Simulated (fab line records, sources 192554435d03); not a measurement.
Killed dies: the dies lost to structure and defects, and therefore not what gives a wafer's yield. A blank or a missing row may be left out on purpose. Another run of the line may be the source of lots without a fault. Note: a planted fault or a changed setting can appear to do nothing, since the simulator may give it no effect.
Matching of chambers	flow n5_finfet	4 sister chambers for N5_HKMG_FIN_ETCH_58 on rie_diel-02
The step etches SOC in N2/H2, target depth 215.8 nm, time 741 s. 14 wafers are shown with their chamber, then 7 later ones without.

WAFERS WITH THEIR CHAMBER
wafer	chamber	drypump_motor_current_A (A)	showerhead_plenum_p_Torr (Torr)	oes_product_au (a.u.)
L075.1	2	5.4	2.41	0.69
L075.5	0	5.6	2.43	0.75
L075.6	1	5.3	2.40	0.67
L078.3	2	5.4	2.41	0.68
L078.5	3	6.5	2.44	0.70
L078.6	2	5.4	2.41	0.68
L085.2	1	5.4	2.39	0.67
L085.3	0	5.6	2.43	0.74
L085.5	1	5.4	2.39	0.67
L088.1	0	5.6	2.43	0.73
L088.3	2	5.5	2.72	0.99
L088.5	2	5.4	2.72	1.00
L095.2	1	5.4	2.38	0.65
L095.3	0	5.6	2.42	0.72

SIGNATURES (averages over the wafers above)
reading	chamber 0	chamber 1	chamber 2	chamber 3	scatter within a chamber
drypump_motor_current_A	5.600	5.375	5.420	6.500	0.0394
showerhead_plenum_p_Torr	2.4275	2.3900	2.5340	2.4400	0.108
oes_product_au	0.7350	0.6650	0.8080	0.7000	0.108
Rule: for each reading, subtract the chamber's mean from the wafer's reading, divide by that reading's scatter and square the result; add these up over the readings and take the root, which gives the wafer's distance from the chamber. If the next closest chamber is less than 2 further off than the closest, the wafer can't be placed; otherwise it belongs to the closest. The scatter: the root of (the sum of the squares of (reading less its chamber's mean) over the shown wafers, divided by (wafers less chambers)).

WAFERS MISSING THEIR CHAMBER
wafer	drypump_motor_current_A (A)	showerhead_plenum_p_Torr (Torr)	oes_product_au (a.u.)
L095.4	5.4	2.72	0.93
L096.1	6.6	2.43	0.68
L096.2	5.6	2.42	0.73
L096.3	5.4	2.72	0.94
L096.4	5.4	2.38	0.66
L096.5	6.5	2.43	0.68
L096.6	5.4	2.72	0.94

WHICH CHAMBER EACH WENT THROUGH
wafer	from the rows above	in truth
L095.4	can't be placed: 2 or 1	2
L096.1	3	3
L096.2	0	0
L096.3	can't be placed: 2 or 1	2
L096.4	can't be placed: 1 or 2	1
L096.5	3	3
L096.6	can't be placed: 2 or 1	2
Correct placement for 3 of the 7. These rows do not allow placing 4 (true chamber among the candidates in 4). Wrongly placed: 0.
